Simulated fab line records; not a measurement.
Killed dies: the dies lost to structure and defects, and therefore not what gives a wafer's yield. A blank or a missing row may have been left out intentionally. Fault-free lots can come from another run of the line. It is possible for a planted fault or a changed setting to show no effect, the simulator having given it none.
Shared-tool check :: flow n5-finfet :: 11 lots, 33 wafers sampled

## REASON IT WAS OPENED
At N5_FIN_SAQP_INSPECT_40 the reading raw-defect-count is flagged on 2 of 11 lots. Fault-free wafers read 227, with a standard deviation of 70.
Rule: flag the lot when none of its wafers has a number, or when each of its wafers that has one lies beyond 4 standard deviations from that mean. The rest of the lots are taken to be sound.

lot: L727
measured: day 2 01:33
on: defect-inspect-02
raw-defect-count, wafer by wafer: 135 154 149
flag: 

lot: L730
measured: day 2 20:34
on: defect-inspect-02
raw-defect-count, wafer by wafer: 168 98 101
flag: 

lot: L732
measured: day 3 07:49
on: defect-inspect-02
raw-defect-count, wafer by wafer: 214 139 152
flag: 

lot: L733
measured: day 3 16:19
on: defect-inspect-01
raw-defect-count, wafer by wafer: 177 153 157
flag: 

lot: L736
measured: day 4 11:32
on: defect-inspect-01
raw-defect-count, wafer by wafer: 448 303 429
flag: 

lot: L738
measured: day 4 23:23
on: defect-inspect-02
raw-defect-count, wafer by wafer: 210 182 201
flag: 

lot: L743
measured: day 6 10:25
on: defect-inspect-01
raw-defect-count, wafer by wafer: 789 762 788
flag: FLAGGED

lot: L744
measured: day 6 15:52
on: defect-inspect-02
raw-defect-count, wafer by wafer: 836 793 756
flag: FLAGGED

lot: L746
measured: day 7 00:07
on: defect-inspect-02
raw-defect-count, wafer by wafer: 372 423 173
flag: 

lot: L749
measured: day 7 15:46
on: defect-inspect-01
raw-defect-count, wafer by wafer: 270 317 282
flag: 

lot: L750
measured: day 7 20:55
on: defect-inspect-01
raw-defect-count, wafer by wafer: 181 241 197
flag: 
The numbers of the flagged lots are 787 on average: +560 against the usual, or +8 standard deviations.

## WHICH TOOL EACH LOT WENT THROUGH
Before the reading, the record contains 2 process steps out of a 1938-step route. Each cell gives the tool, then ch followed by the chambers the sampled wafers passed through, then the start.
lot: L727
flag: 
N5_FIN_SAQP_RECESS_63: vapor-etch-01 ch 1, day 1 23:40
N5_FIN_SAQP_PRECLEAN_45: wet-bench-01 ch 3,5,6, day 2 01:28

lot: L730
flag: 
N5_FIN_SAQP_RECESS_63: vapor-etch-02 ch 0,1, day 2 18:36
N5_FIN_SAQP_PRECLEAN_45: wet-bench-01 ch 1,4,7, day 2 20:29

lot: L732
flag: 
N5_FIN_SAQP_RECESS_63: vapor-etch-01 ch 0,1, day 3 05:41
N5_FIN_SAQP_PRECLEAN_45: wet-bench-04 ch 1,2,4, day 3 07:45

lot: L733
flag: 
N5_FIN_SAQP_RECESS_63: vapor-etch-02 ch 0,1, day 3 14:12
N5_FIN_SAQP_PRECLEAN_45: wet-bench-06 ch 0,1,6, day 3 16:15

lot: L736
flag: 
N5_FIN_SAQP_RECESS_63: vapor-etch-02 ch 0, day 4 09:09
N5_FIN_SAQP_PRECLEAN_45: wet-bench-01 ch 4,5,6, day 4 11:28

lot: L738
flag: 
N5_FIN_SAQP_RECESS_63: vapor-etch-01 ch 0,1, day 4 21:17
N5_FIN_SAQP_PRECLEAN_45: wet-bench-04 ch 1,3,4, day 4 23:19

lot: L743
flag: FLAGGED
N5_FIN_SAQP_RECESS_63: vapor-etch-02 ch 0,1, day 6 08:17
N5_FIN_SAQP_PRECLEAN_45: wet-bench-04 ch 2,3,4, day 6 10:20

lot: L744
flag: FLAGGED
N5_FIN_SAQP_RECESS_63: vapor-etch-02 ch 0,1, day 6 13:34
N5_FIN_SAQP_PRECLEAN_45: wet-bench-04 ch 2,6,7, day 6 15:47

lot: L746
flag: 
N5_FIN_SAQP_RECESS_63: vapor-etch-02 ch 0,1, day 6 22:12
N5_FIN_SAQP_PRECLEAN_45: wet-bench-01 ch 1,2,4, day 7 00:02

lot: L749
flag: 
N5_FIN_SAQP_RECESS_63: vapor-etch-02 ch 1, day 7 13:28
N5_FIN_SAQP_PRECLEAN_45: wet-bench-01 ch 0,3,7, day 7 15:41

lot: L750
flag: 
N5_FIN_SAQP_RECESS_63: vapor-etch-01 ch 0,1, day 7 19:04
N5_FIN_SAQP_PRECLEAN_45: wet-bench-06 ch 3,4,5, day 7 20:51
What these steps do:
- N5_FIN_SAQP_RECESS_63: chemistry HF/NH3, target SiO2, target depth 18 nm, afs cycles 3, sublimation time 60 s.
- N5_FIN_SAQP_PRECLEAN_45: cleans in dHF, time 10 s.
- N5_FIN_SAQP_INSPECT_40: inspects for defects (brightfield).

## FLAGGED OVER TOTAL, TOOL BY TOOL (the gauges that took the reading come last)
step: N5_FIN_SAQP_RECESS_63
tool: vapor-etch-01
lots run: 4
flagged: 0
share of the flagged lots: none
sound lots run after its first flagged lot: -

step: N5_FIN_SAQP_RECESS_63
tool: vapor-etch-02
lots run: 7
flagged: 2
share of the flagged lots: all
sound lots run after its first flagged lot: 2 (L746,L749)

step: N5_FIN_SAQP_PRECLEAN_45
tool: wet-bench-01
lots run: 5
flagged: 0
share of the flagged lots: none
sound lots run after its first flagged lot: -

step: N5_FIN_SAQP_PRECLEAN_45
tool: wet-bench-04
lots run: 4
flagged: 2
share of the flagged lots: all
sound lots run after its first flagged lot: 0

step: N5_FIN_SAQP_PRECLEAN_45
tool: wet-bench-06
lots run: 2
flagged: 0
share of the flagged lots: none
sound lots run after its first flagged lot: -

step: N5_FIN_SAQP_INSPECT_40
tool: defect-inspect-01
lots run: 5
flagged: 1
share of the flagged lots: some
sound lots run after its first flagged lot: 2 (L749,L750)

step: N5_FIN_SAQP_INSPECT_40
tool: defect-inspect-02
lots run: 6
flagged: 1
share of the flagged lots: some
sound lots run after its first flagged lot: 1 (L746)

## WHAT IS ALLOWED BY THE TABLE
Rows of the table that ran all the flagged lots, 2 in number: vapor-etch-02 at N5_FIN_SAQP_RECESS_63; wet-bench-04 at N5_FIN_SAQP_PRECLEAN_45.
- vapor-etch-02 at N5_FIN_SAQP_RECESS_63: 2 of its 7 lots flagged. Sound lots followed the first flagged one (L746, L749) on it, something a lasting fault affecting the whole tool could not allow.
- wet-bench-04 at N5_FIN_SAQP_PRECLEAN_45: 2 of its 4 lots flagged. A fault beginning between L738 (day 4 23:19), its last sound lot, and L743 (day 6 10:20), its first flagged one, fits the data.
One tool is left: wet-bench-04 at N5_FIN_SAQP_PRECLEAN_45.

## WHAT THE SIMULATOR PUT IN
Chamber particle source: wet-bench-04, from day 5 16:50 on, at N5_FIN_SAQP_PRECLEAN_45. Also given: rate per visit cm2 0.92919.
Shown lots that were struck: L743, L744. The rule given above showed the same thing.
